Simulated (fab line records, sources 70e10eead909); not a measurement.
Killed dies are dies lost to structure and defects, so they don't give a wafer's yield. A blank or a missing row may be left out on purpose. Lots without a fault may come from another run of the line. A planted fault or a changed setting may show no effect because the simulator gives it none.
fab line records | flow nand_harc
record lots=24 wafers=72 last_day=24
route steps=1159 shown A_CHANNEL_HOLE_D1@487 A_CHANNEL_FILL_D1@493 A_STAIRCASE@553
lots that met no fault: from a run of the same line without faults
start_h: hours from the record's first day to the start of the lot's first wafer shown | wait_h: hours since the lot's step before | " the same as in the row above | L1.1+2: a row that stands for several wafers | - no value, or no start given | * or withheld: withheld | < > ~ a bound
route shown NAME@n: a module of which the file shows steps, and the number in the route of the first | usual: mean/standard deviation of fault-free wafers | same: alike in all rows | chamber/n: place in a boat | sites: the reading at each site | _std_site: their standard deviation | _edge_site: outer sites' mean less inner sites' | radius_mm: how far each site lies from the wafer's centre | mask NAME#n: copy n | behind: the tool/chamber that last shaped the wafer | hold: why the lot was held/for how many hours/how that ended | device: the transistor (n, p or np) that didn't switch | end of line: the same wafers' tests at the end of the route | a step without rows: its recipe alone | killed: dies lost to structure and defects at the first sort, not the wafer's yield | map: a wafer's dies, x killed, . not, _ none there
set.NAME: the setting as run; set.NAME@STEP: as run at that earlier step | model.NAME: the simulator's own value behind a step, which no gauge read
steps of the route over a sample of lots; a table a step, a row a wafer
services: from which hour (start_h, from the record's first day; less than 0 if before it) a tool's chamber was out of use, for how many hours, and why
## steps
# step NHARC_A_CHANNEL_HOLE_D1_CD_MEAS_30
# usual cd_nm=90.3/1.5
# columns lot.wafer tool chamber start_h wait_h cd_nm
L074.1 cd_sem-02 - 180.85 - 87.8
L074.4 " - " " 90.7
L074.5 " - " " 89.4
L075.2 cd_sem-02 - 188.65 - 90.1
L075.3 " - " " 90.7
L075.4 " - " " 90.8
L076.1 cd_sem-02 - 192.34 - 89.6
L076.2 " - " " 92.6
L076.6 " - " " 90.5
L077.1 cd_sem-03 - 195.70 - 92.8
L077.4 " - " " 93.6
L077.5 " - " " 92.2
L078.3 cd_sem-02 - 205.97 - 88.8
L078.5 " - " " 90.1
L078.6 " - " " 89.9
L080.2 cd_sem-02 - 216.25 - 90.4
L080.3 " - " " 91.4
L080.4 " - " " 90.2
L079.1 cd_sem-01 - 216.41 - 91.5
L079.2 " - " " 92.4
L079.5 " - " " 90.5
L082.2 cd_sem-01 - 225.35 - 90.4
L082.5 " - " " 90.3
L082.6 " - " " 90.1
L081.2 cd_sem-02 - 225.59 - 88.3
L081.4 " - " " 89.8
L081.5 " - " " 89.1
L084.1 cd_sem-02 - 235.95 - 90.1
L084.2 " - " " 87.4
L084.4 " - " " 90.9
L083.2 cd_sem-02 - 236.29 - 91.7
L083.3 " - " " 91.3
L083.4 " - " " 92.0
L087.1 cd_sem-02 - 255.16 - 89.3
L087.4 " - " " 88.9
L087.6 " - " " 88.7
L085.1 cd_sem-03 - 255.44 - 90.8
L085.2 " - " " 91.4
L085.3 " - " " 88.7
L086.1 cd_sem-02 - 259.77 - 90.4
L086.3 " - " " 90.6
L086.6 " - " " 87.3
L088.1 cd_sem-03 - 267.07 - 88.4
L088.2 " - " " 92.7
L088.4 " - " " 89.9
L090.1 cd_sem-01 - 274.85 - 90.6
L090.3 " - " " 88.4
L090.4 " - " " 89.3
L089.2 cd_sem-02 - 274.96 - 87.6
L089.3 " - " " 89.7
L089.5 " - " " 89.1
L091.2 cd_sem-01 - 279.15 - 92.0
L091.4 " - " " 91.5
L091.5 " - " " 89.5
L092.3 cd_sem-02 - 287.19 - 89.8
L092.5 " - " " 91.2
L092.6 " - " " 88.8
L093.2 cd_sem-01 - 297.13 - 91.4
L093.3 " - " " 90.5
L093.4 " - " " 89.9
L094.1 cd_sem-01 - 297.60 - 92.7
L094.3 " - " " 91.3
L094.5 " - " " 91.3
L096.3 cd_sem-01 - 310.40 - 91.4
L096.4 " - " " 91.0
L096.6 " - " " 93.8
L097.2 cd_sem-02 - 314.56 - 92.8
L097.4 " - " " 89.1
L097.5 " - " " 91.6
L095.2 cd_sem-01 - 318.73 - 91.4
L095.3 " - " " 91.4
L095.5 " - " " 87.8
# step NHARC_A_CHANNEL_FILL_D1_ALD_03
# recipe target_thk_a=60 pulse_time_s=60 ald_cycles=58 temp_c=630 pressure_torr=2 material=SiNx
# usual precursor_pulse_height_rel=1.003/0.017
# columns lot.wafer tool chamber start_h wait_h precursor_pulse_height_rel
L074.1 ald_sin_batch-02 0 - - 1.004
L074.4 " 0 " " 1.006
L074.5 " 0 " " 1.023
L075.2 ald_sin_batch-01 0 - - 1.026
L075.3 " 0 " " 1.020
L075.4 " 0 " " 1.009
L076.1 ald_sin_batch-02 0 - - 1.010
L076.2 " 0 " " 0.976
L076.6 " 0 " " 1.013
L077.1 ald_sin_batch-02 0 - - 1.035
L077.4 " 0 " " 1.009
L077.5 " 0 " " 0.986
L078.3 ald_sin_batch-03 0 - - 0.996
L078.5 " 0 " " 0.989
L078.6 " 0 " " 0.988
L079.1 ald_sin_batch-01 0 - - 1.015
L079.2 " 0 " " 1.016
L079.5 " 0 " " 0.999
L080.2 ald_sin_batch-01 0 - - 1.020
L080.3 " 0 " " 1.024
L080.4 " 0 " " 1.031
L081.2 ald_sin_batch-01 0 - - 1.023
L081.4 " 0 " " 0.997
L081.5 " 0 " " 0.990
L082.2 ald_sin_batch-01 0 - - 1.006
L082.5 " 0 " " 1.001
L082.6 " 0 " " 1.028
L083.2 ald_sin_batch-02 0 - - 0.996
L083.3 " 0 " " 0.998
L083.4 " 0 " " 0.993
L084.1 ald_sin_batch-02 0 - - 1.026
L084.2 " 0 " " 1.033
L084.4 " 0 " " 1.010
L085.1 ald_sin_batch-01 0 - - 0.975
L085.2 " 0 " " 0.990
L085.3 " 0 " " 1.026
L087.1 ald_sin_batch-01 0 - - 1.010
L087.4 " 0 " " 0.999
L087.6 " 0 " " 0.990
L086.1 ald_sin_batch-01 0 - - 1.009
L086.3 " 0 " " 1.020
L086.6 " 0 " " 0.996
L088.1 ald_sin_batch-01 0 - - 1.017
L088.2 " 0 " " 0.990
L088.4 " 0 " " 0.996
L089.2 ald_sin_batch-01 0 - - 0.978
L089.3 " 0 " " 0.991
L089.5 " 0 " " 1.008
L090.1 ald_sin_batch-01 0 - - 0.983
L090.3 " 0 " " 1.028
L090.4 " 0 " " 0.983
L091.2 ald_sin_batch-02 0 - - 1.012
L091.4 " 0 " " 1.019
L091.5 " 0 " " 0.982
L092.3 ald_sin_batch-02 0 - - 1.020
L092.5 " 0 " " 0.992
L092.6 " 0 " " 0.996
L093.2 ald_sin_batch-02 0 - - 0.992
L093.3 " 0 " " 1.003
L093.4 " 0 " " 0.996
L094.1 ald_sin_batch-02 0 - - 1.014
L094.3 " 0 " " 0.980
L094.5 " 0 " " 0.982
L096.3 ald_sin_batch-02 0 - - 1.001
L096.4 " 0 " " 0.997
L096.6 " 0 " " 0.991
L097.2 ald_sin_batch-01 0 - - 1.019
L097.4 " 0 " " 1.008
L097.5 " 0 " " 1.028
L095.2 ald_sin_batch-01 0 - - 0.996
L095.3 " 0 " " 1.005
L095.5 " 0 " " 0.980
# step NHARC_A_CHANNEL_FILL_D1_ALD_15
# recipe target_thk_a=20 pulse_time_s=60 ald_cycles=19 temp_c=630 pressure_torr=2 material=SiNx
# usual precursor_pulse_height_rel=1.000/0.02
# columns lot.wafer tool chamber start_h wait_h precursor_pulse_height_rel
L074.1 ald_sin_batch-02 0 - - 0.996
L074.4 " 0 " " 1.005
L074.5 " 0 " " 1.002
L075.2 ald_sin_batch-03 0 - - 0.980
L075.3 " 0 " " 0.975
L075.4 " 0 " " 1.028
L076.1 ald_sin_batch-01 0 - - 0.990
L076.2 " 0 " " 1.034
L076.6 " 0 " " 1.013
L077.1 ald_sin_batch-01 0 - - 1.022
L077.4 " 0 " " 1.012
L077.5 " 0 " " 0.968
L078.3 ald_sin_batch-02 0 - - 1.012
L078.5 " 0 " " 1.018
L078.6 " 0 " " 1.027
L079.1 ald_sin_batch-03 0 - - 0.991
L079.2 " 0 " " 0.988
L079.5 " 0 " " 1.011
L080.2 ald_sin_batch-03 0 - - 0.990
L080.3 " 0 " " 1.002
L080.4 " 0 " " 1.000
L081.2 ald_sin_batch-01 0 - - 1.005
L081.4 " 0 " " 1.031
L081.5 " 0 " " 0.997
L082.2 ald_sin_batch-01 0 - - 0.986
L082.5 " 0 " " 0.999
L082.6 " 0 " " 0.989
L083.2 ald_sin_batch-03 0 - - 0.955
L083.3 " 0 " " 0.985
L083.4 " 0 " " 0.992
L084.1 ald_sin_batch-03 0 - - 0.981
L084.2 " 0 " " 1.015
L084.4 " 0 " " 1.030
L085.1 ald_sin_batch-02 0 - - 1.014
L085.2 " 0 " " 0.986
L085.3 " 0 " " 1.021
L087.1 ald_sin_batch-02 0 - - 1.002
L087.4 " 0 " " 0.990
L087.6 " 0 " " 0.959
L086.1 ald_sin_batch-03 0 - - 1.019
L086.3 " 0 " " 1.027
L086.6 " 0 " " 1.030
L088.1 ald_sin_batch-03 0 - - 1.005
L088.2 " 0 " " 1.002
L088.4 " 0 " " 1.021
L089.2 ald_sin_batch-03 0 - - 0.990
L089.3 " 0 " " 1.018
L089.5 " 0 " " 0.989
L090.1 ald_sin_batch-03 0 286.09 2.8 1.009
L090.3 " 0 " " 0.985
L090.4 " 0 " " 0.972
L091.2 ald_sin_batch-01 0 290.89 3.0 1.043
L091.4 " 0 " " 1.006
L091.5 " 0 " " 1.010
L092.3 ald_sin_batch-01 0 - - 1.017
L092.5 " 0 " " 1.009
L092.6 " 0 " " 0.998
L093.2 ald_sin_batch-01 0 - - 1.002
L093.3 " 0 " " 0.996
L093.4 " 0 " " 0.987
L094.1 ald_sin_batch-01 0 - - 0.952
L094.3 " 0 " " 1.001
L094.5 " 0 " " 1.014
L096.3 ald_sin_batch-02 0 - - 1.017
L096.4 " 0 " " 1.014
L096.6 " 0 " " 0.984
L097.2 ald_sin_batch-02 0 - - 0.997
L097.4 " 0 " " 0.997
L097.5 " 0 " " 0.989
L095.2 ald_sin_batch-01 0 - - 1.005
L095.3 " 0 " " 1.006
L095.5 " 0 " " 0.996
# step NHARC_A_STAIRCASE_ETCH_17
# recipe target_depth_a=1000 time_s=40.5 ion_energy_ev=400 c4f8_flow_sccm=20 o2_flow_sccm=10 ar_flow_sccm=withheld rf_w=600 bias_w=1000 chemistry=C4F8/O2
# usual oes_product_au=0.943/0.014 rf_vpp_V=897/4.8
# columns lot.wafer tool chamber start_h wait_h oes_product_au rf_hours_counter_h rf_vpp_V
L074.4 rie_diel-11 0 - - 0.940 16 903
L074.1 " 2 " " 0.926 17 892
L074.5 " 0 " " 0.939 - 903
L075.3 rie_diel-11 3 - - 0.928 18 900
L075.2 " 0 " " 0.935 17 905
L075.4 " 2 " " 0.942 18 892
L076.2 rie_diel-01 2 - - 0.951 37 902
L076.1 " 3 " " 0.952 38 899
L076.6 " 3 " " 0.949 - 898
L077.4 rie_diel-11 2 - - 0.958 22 890
L077.1 " 0 " " 0.941 19 904
L077.5 " 1 " " 0.925 - 894
L078.3 rie_diel-01 3 - - 0.946 42 898
L078.5 " 2 " " 0.944 - 903
L078.6 " 3 " " 0.931 - 900
L079.2 rie_diel-01 0 - - 0.922 40 900
L079.1 " 1 " " 0.936 39 890
L079.5 " 1 " " 0.936 - 889
L080.2 rie_diel-01 2 - - 0.943 44 902
L080.3 " 0 " " 0.927 40 899
L080.4 " 1 " " 0.929 39 888
L082.2 rie_diel-11 2 - - 0.954 36 892
L082.5 " 3 " " 0.960 - 901
L082.6 " 0 " " 0.970 - 902
L081.4 rie_diel-11 1 - - 0.924 34 893
L081.2 " 0 " " 0.941 33 903
L081.5 " 1 " " 0.929 - 893
L083.4 rie_diel-11 0 - - 0.946 34 903
L083.3 " 2 " " 0.927 37 893
L083.2 " 3 " " 0.918 35 900
L084.4 rie_diel-01 1 - - 0.943 48 888
L084.2 " 3 " " 0.966 54 898
L084.1 " 0 " " 0.937 49 900
L085.2 rie_diel-01 0 - - 0.931 57 898
L085.3 " 2 " " 0.938 59 900
L085.1 " 3 " " 0.931 61 898
L087.4 rie_diel-13 1 - - 0.939 9 898
L087.1 " 2 " " 0.950 9 899
L087.6 " 3 " " 0.921 - 893
L086.1 rie_diel-11 0 - - 0.947 44 901
L086.3 " 2 " " 0.948 47 891
L086.6 " 3 " " 0.936 - 900
L088.4 rie_diel-13 2 - - 0.949 14 896
L088.2 " 3 " " 0.947 14 893
L088.1 " 0 " " 0.969 13 905
L090.4 rie_diel-13 0 - - 0.974 16 905
L090.3 " 1 " " 0.963 16 898
L090.1 " 2 " " 0.969 17 897
L089.3 rie_diel-01 0 - - 0.930 3 897
L089.2 " 1 " " 0.955 3 889
L089.5 " 3 " " 0.921 - 898
L091.2 rie_diel-13 2 - - 0.968 19 895
L091.4 " 0 " " 0.962 18 906
L091.5 " 2 " " 0.965 - 897
L092.3 rie_diel-01 0 - - 0.934 10 897
L092.6 " 1 " " 0.947 - 888
L092.5 " 2 " " 0.945 - 902
L093.2 rie_diel-13 3 - - 0.962 25 892
L093.3 " 0 " " 0.966 24 905
L093.4 " 2 " " 0.962 25 896
L094.1 rie_diel-11 2 - - 0.952 58 890
L094.3 " 0 " " 0.958 55 901
L094.5 " 2 " " 0.947 - 893
L096.4 rie_diel-13 0 - - 0.955 30 904
L096.3 " 1 " " 0.937 31 898
L096.6 " 0 " " 0.955 - 904
L097.2 rie_diel-13 2 - - 0.958 34 897
L097.4 " 0 " " 0.958 33 903
L097.5 " 3 " " 0.928 - 892
L095.2 rie_diel-13 1 - - 0.946 34 898
L095.3 " 2 " " 0.954 34 897
L095.5 " 1 " " 0.938 - 897
# step NHARC_A_STAIRCASE_TRIM_193
# recipe time_s=211.2 o2_flow_sccm=500 ar_flow_sccm=0 bias_w=0 chemistry=O2
# usual drypump_motor_current_A=5.7/0.43 oes_product_au=1.004/0.013 rf_vpp_V=57.9/0.89 showerhead_plenum_p_Torr=3.57/0.12 throttle_valve_pct=17.037/0.0084
# columns lot.wafer tool chamber start_h wait_h drypump_motor_current_A oes_product_au rf_hours_counter_h rf_vpp_V showerhead_plenum_p_Torr throttle_valve_pct
L074.1 rie_diel-11 1 - - 5.8 0.983 19 58.2 3.46 17.036
L074.4 " 2 " " 5.6 1.011 21 58.8 3.42 17.032
L074.5 " 1 " " 5.8 0.983 - 58.2 3.46 17.044
L075.2 rie_diel-13 1 - - 5.5 1.007 48 58.3 3.59 17.047
L075.4 " 2 " " 5.2 1.011 54 56.8 3.58 17.027
L075.3 " 0 " " 6.7 1.010 48 59.0 3.78 17.029
L076.2 rie_diel-11 2 - - 5.6 1.002 22 58.1 3.42 17.033
L076.1 " 3 " " 5.8 0.979 21 57.2 3.67 17.040
L076.6 " 1 " " 5.8 0.979 - 57.8 3.46 17.036
L077.1 rie_diel-13 3 - - 5.4 0.996 50 56.3 3.45 17.031
L077.4 " 0 " " 6.7 1.006 50 59.2 3.78 17.039
L077.5 " 2 " " 5.2 1.001 - 58.5 3.58 17.042
L078.3 rie_diel-01 3 - - 6.1 1.011 43 58.6 3.59 17.031
L078.6 " 1 " " 5.9 1.001 - 58.2 3.34 17.051
L078.5 " 2 " " 5.8 1.000 - 55.6 3.71 17.044
L079.1 rie_diel-13 1 - - 5.5 1.008 59 57.9 3.59 17.022
L079.2 " 2 " " 5.2 0.999 66 56.9 3.57 17.026
L079.5 " 2 " " 5.2 1.010 - 57.1 3.57 17.037
L080.2 rie_diel-11 0 - - 5.4 0.996 27 58.0 3.71 17.022
L080.3 " 1 " " 5.8 0.989 28 56.3 3.45 17.037
L080.4 " 2 " " 5.6 1.004 31 57.2 3.41 17.036
L082.2 rie_diel-13 3 - - 5.5 1.003 1 56.7 3.45 17.044
L082.5 " 1 " " 5.5 1.016 - 59.9 3.59 17.044
L082.6 " 2 " " 5.2 1.029 - 58.4 3.57 17.035
L081.2 rie_diel-01 1 - - 5.9 0.997 49 56.3 3.33 17.034
L081.4 " 2 " " 5.8 0.987 54 56.8 3.70 17.040
L081.5 " 2 " " 5.8 0.994 - 58.7 3.70 17.041
L084.4 rie_diel-13 0 - - 6.7 1.010 3 59.0 3.77 17.055
L084.1 " 2 " " 5.2 1.011 3 58.5 3.57 17.041
L084.2 " 3 " " 5.5 1.001 3 57.7 3.44 17.025
L083.4 rie_diel-11 3 - - 5.8 0.972 37 57.4 3.66 17.045
L083.3 " 0 " " 5.5 1.000 35 57.9 3.70 17.050
L083.2 " 1 " " 5.8 0.987 36 56.8 3.45 17.048
L085.3 rie_diel-01 1 - - 5.9 1.007 58 57.3 3.33 17.034
L085.2 " 3 " " 6.1 1.001 63 58.6 3.58 17.047
L085.1 " 0 " " 5.4 0.989 59 56.2 3.58 17.036
L087.1 rie_diel-13 2 - - 5.2 1.003 12 57.8 3.56 17.022
L087.4 " 0 " " 6.7 1.024 10 58.4 3.77 17.042
L087.6 " 2 " " 5.2 1.013 - 59.2 3.56 17.046
L086.1 rie_diel-13 3 - - 5.5 1.016 14 58.6 3.44 17.048
L086.3 " 0 " " 6.7 1.020 13 57.6 3.77 17.034
L086.6 " 1 " " 5.5 1.004 - 57.6 3.58 17.044
L088.1 rie_diel-13 3 - - 5.5 1.000 16 57.3 3.44 17.032
L088.4 " 0 " " 6.7 1.033 15 57.7 3.77 17.036
L088.2 " 1 " " 5.5 1.008 16 57.6 3.58 17.037
L090.1 rie_diel-11 3 - - 5.8 0.987 50 56.9 3.65 17.042
L090.3 " 0 " " 5.4 1.015 49 58.7 3.70 17.028
L090.4 " 2 " " 5.6 0.989 51 58.4 3.40 17.038
L089.3 rie_diel-01 3 - - 6.1 0.992 3 57.7 3.58 17.032
L089.2 " 0 " " 5.4 0.977 4 58.8 3.58 17.038
L089.5 " 3 " " 6.1 0.990 - 56.9 3.58 17.038
L091.4 rie_diel-13 0 - - 6.7 1.017 21 58.7 3.76 17.036
L091.2 " 1 " " 5.5 1.012 20 57.8 3.58 17.027
L091.5 " 3 " " 5.5 1.010 - 58.3 3.43 17.044
L092.3 rie_diel-13 0 - - 6.7 1.020 24 57.7 3.76 17.034
L092.6 " 3 " " 5.5 0.994 - 57.2 3.43 17.036
L092.5 " 0 " " 6.6 1.015 - 58.2 3.76 17.044
L093.3 rie_diel-13 3 - - 5.5 1.003 27 56.4 3.43 17.048
L093.4 " 0 " " 6.7 1.021 26 57.5 3.76 17.039
L093.2 " 1 " " 5.5 1.005 27 57.6 3.57 17.044
L094.1 rie_diel-01 0 - - 5.4 1.002 15 57.0 3.57 17.036
L094.3 " 2 " " 5.8 0.997 11 58.0 3.69 17.030
L094.5 " 0 " " 5.4 0.993 - 57.7 3.57 17.030
L096.3 rie_diel-13 2 - - 5.2 1.021 32 55.4 3.55 17.031
L096.4 " 3 " " 5.5 0.991 31 57.8 3.43 17.042
L096.6 " 1 " " 5.5 1.011 - 57.7 3.57 17.035
L097.4 rie_diel-13 3 - - 5.5 0.997 37 55.6 3.43 17.037
L097.2 " 0 " " 6.7 1.019 36 58.5 3.75 17.030
L097.5 " 2 " " 5.2 1.031 - 57.8 3.55 17.047
L095.3 rie_diel-13 3 - - 5.5 0.989 37 56.9 3.43 17.039
L095.2 " 0 " " 6.7 1.022 37 59.0 3.75 17.027
L095.5 " 2 " " 5.2 1.012 - 57.7 3.55 17.040
# step NHARC_A_STAIRCASE_TRIM_220
# recipe time_s=211.2 o2_flow_sccm=500 ar_flow_sccm=0 bias_w=0 chemistry=O2
# usual drypump_motor_current_A=5.7/0.43 oes_product_au=1.006/0.012 rf_vpp_V=57.9/0.91 showerhead_plenum_p_Torr=3.57/0.13 throttle_valve_pct=17.037/0.01
# columns lot.wafer tool chamber start_h wait_h drypump_motor_current_A oes_product_au rf_hours_counter_h rf_vpp_V showerhead_plenum_p_Torr throttle_valve_pct
L074.1 rie_diel-13 3 250.59 0.1 5.5 0.993 48 58.3 3.45 17.037
L074.4 " 0 " " 6.7 1.011 49 57.2 3.78 17.039
L074.5 " 0 " " 6.7 1.013 - 58.7 3.78 17.043
L075.4 rie_diel-01 0 250.77 0.1 5.4 1.005 35 58.4 3.59 17.032
L075.2 " 1 " " 5.9 0.988 34 54.8 3.34 17.038
L075.3 " 3 " " 6.1 1.003 39 56.6 3.59 17.028
L076.2 rie_diel-11 0 255.70 0.1 5.5 1.002 21 58.5 3.71 17.028
L076.1 " 1 " " 5.8 0.978 22 56.7 3.46 17.029
L076.6 " 3 " " 5.8 0.990 - 57.6 3.66 17.039
L077.4 rie_diel-13 1 256.78 0.1 5.5 1.005 51 58.5 3.59 17.028
L077.1 " 0 " " 6.7 1.011 51 58.1 3.78 17.021
L077.5 " 2 " " 5.2 1.026 - 57.2 3.58 17.042
L078.3 rie_diel-11 2 265.65 0.3 5.6 1.013 26 56.9 3.42 17.045
L078.6 " 2 " " 5.6 1.011 - 57.9 3.42 17.030
L078.5 " 3 " " 5.8 1.001 - 59.4 3.66 17.028
L080.3 rie_diel-01 0 277.48 0.1 5.3 0.997 44 58.8 3.59 17.042
L080.2 " 1 " " 5.9 0.996 43 57.6 3.34 17.033
L080.4 " 2 " " 5.8 1.011 47 58.9 3.71 17.029
L079.1 rie_diel-01 1 278.12 0.1 5.9 1.002 43 58.1 3.34 17.035
L079.2 " 0 " " 5.4 0.997 44 57.0 3.59 17.063
L079.5 " 2 " " 5.8 1.014 - 57.4 3.71 17.051
L082.2 rie_diel-13 1 290.58 0.1 5.5 1.003 2 58.4 3.59 17.034
L082.6 " 0 " " 6.7 1.014 - 58.8 3.77 17.036
L082.5 " 1 " " 5.5 1.008 - 57.3 3.59 17.060
L081.4 rie_diel-13 1 292.12 0.1 5.5 1.011 3 57.9 3.58 17.013
L081.2 " 3 " " 5.5 1.012 3 58.6 3.44 17.037
L081.5 " 1 " " 5.5 1.007 - 57.8 3.58 17.023
L083.2 rie_diel-01 2 295.43 0.1 5.8 0.999 55 56.3 3.70 17.038
L083.3 " 3 " " 6.1 1.005 56 57.4 3.58 17.040
L083.4 " 0 " " 5.4 0.999 51 56.7 3.59 17.012
L084.4 rie_diel-13 2 295.60 0.1 5.2 1.017 4 57.9 3.57 17.039
L084.1 " 0 " " 6.7 1.015 4 57.3 3.77 17.022
L084.2 " 1 " " 5.4 1.008 4 57.0 3.58 17.030
L085.1 rie_diel-13 3 316.68 0.1 5.5 1.000 12 57.5 3.44 17.042
L085.3 " 0 " " 6.7 1.031 11 58.1 3.77 17.024
L085.2 " 2 " " 5.2 1.011 13 58.5 3.56 17.050
L087.4 rie_diel-13 0 317.05 0.1 6.7 1.021 11 57.6 3.77 17.039
L087.1 " 1 " " 5.5 1.008 12 59.1 3.58 17.037
L087.6 " 3 " " 5.4 1.001 - 57.5 3.44 17.035
L086.1 rie_diel-11 3 325.36 0.2 5.8 0.990 47 57.8 3.65 17.029
L086.3 " 0 " " 5.5 1.015 47 59.6 3.70 17.025
L086.6 " 1 " " 5.8 0.992 - 58.4 3.44 17.031
L088.1 rie_diel-13 2 329.34 0.1 5.2 1.013 17 57.6 3.56 17.043
L088.4 " 0 " " 6.7 1.011 17 58.4 3.77 17.052
L088.2 " 1 " " 5.5 1.023 17 56.6 3.58 17.030
L090.3 rie_diel-13 2 334.70 0.1 5.2 1.020 19 57.6 3.56 17.046
L090.1 " 3 " " 5.5 1.006 19 57.6 3.44 17.035
L090.4 " 1 " " 5.5 1.005 19 57.2 3.58 17.041
L089.2 rie_diel-11 3 335.55 0.2 5.8 0.998 51 58.7 3.65 17.018
L089.3 " 1 " " 5.8 0.994 50 58.8 3.44 17.039
L089.5 " 3 " " 5.8 0.994 - 57.5 3.65 17.039
L091.2 rie_diel-13 0 341.24 0.1 6.7 1.024 21 59.5 3.76 17.043
L091.4 " 1 " " 5.4 0.996 21 58.1 3.58 17.052
L091.5 " 1 " " 5.5 1.011 - 57.9 3.58 17.018
L092.3 rie_diel-11 0 350.95 0.2 5.5 1.015 56 58.0 3.69 17.032
L092.5 " 2 " " 5.6 1.012 - 56.5 3.40 17.054
L092.6 " 3 " " 5.8 0.993 - 58.2 3.65 17.035
L093.4 rie_diel-13 0 357.78 0.1 6.6 1.023 27 56.7 3.76 17.032
L093.2 " 1 " " 5.5 1.024 28 57.4 3.57 17.029
L093.3 " 2 " " 5.2 1.014 29 58.3 3.56 17.044
L094.1 rie_diel-13 1 359.00 0.1 5.5 1.011 28 58.7 3.57 17.044
L094.3 " 2 " " 5.2 1.009 29 59.0 3.55 17.053
L094.5 " 1 " " 5.5 1.019 - 59.2 3.57 17.050
L096.4 rie_diel-01 0 370.21 0.1 5.4 0.986 20 58.2 3.57 17.034
L096.3 " 1 " " 5.9 1.004 17 56.7 3.32 17.051
L096.6 " 0 " " 5.4 0.988 - 58.1 3.57 17.040
L097.4 rie_diel-01 2 379.38 0.1 5.8 0.990 21 57.8 3.69 17.021
L097.2 " 0 " " 5.4 1.002 24 57.2 3.57 17.019
L097.5 " 1 " " 5.9 1.008 - 57.1 3.32 17.049
L095.2 rie_diel-11 0 379.56 0.1 5.5 1.005 1 59.0 3.69 17.044
L095.3 " 2 " " 5.6 1.008 1 57.6 3.40 17.016
L095.5 " 3 " " 5.8 0.997 - 59.4 3.64 17.046
## services
# columns tool chamber start_h hours kind
rie_diel-13 0 181.77 - clean
rie_diel-13 1 181.77 - clean
rie_diel-13 2 181.77 - clean
rie_diel-13 3 181.77 - clean
rie_diel-11 0 188.45 2.9 repair
rie_diel-11 - 189.50 9.0 pm
rie_diel-13 0 207.57 - clean
rie_diel-13 1 207.57 - clean
rie_diel-13 2 207.57 - clean
rie_diel-13 3 207.57 - clean
rie_diel-13 0 209.33 2.1 repair
rie_diel-13 0 232.08 - clean
rie_diel-13 1 232.08 - clean
rie_diel-13 2 232.08 - clean
rie_diel-13 3 232.08 - clean
rie_diel-13 0 256.58 - clean
rie_diel-13 1 256.58 - clean
rie_diel-13 2 256.58 - clean
rie_diel-13 - 276.27 9.0 pm
rie_diel-01 2 296.42 3.8 repair
ald_sin_batch-03 - 314.00 26.0 pm
rie_diel-01 - 314.88 9.0 pm
rie_diel-01 2 362.64 2.9 repair
rie_diel-11 - 366.50 9.0 pm
## key
fault none
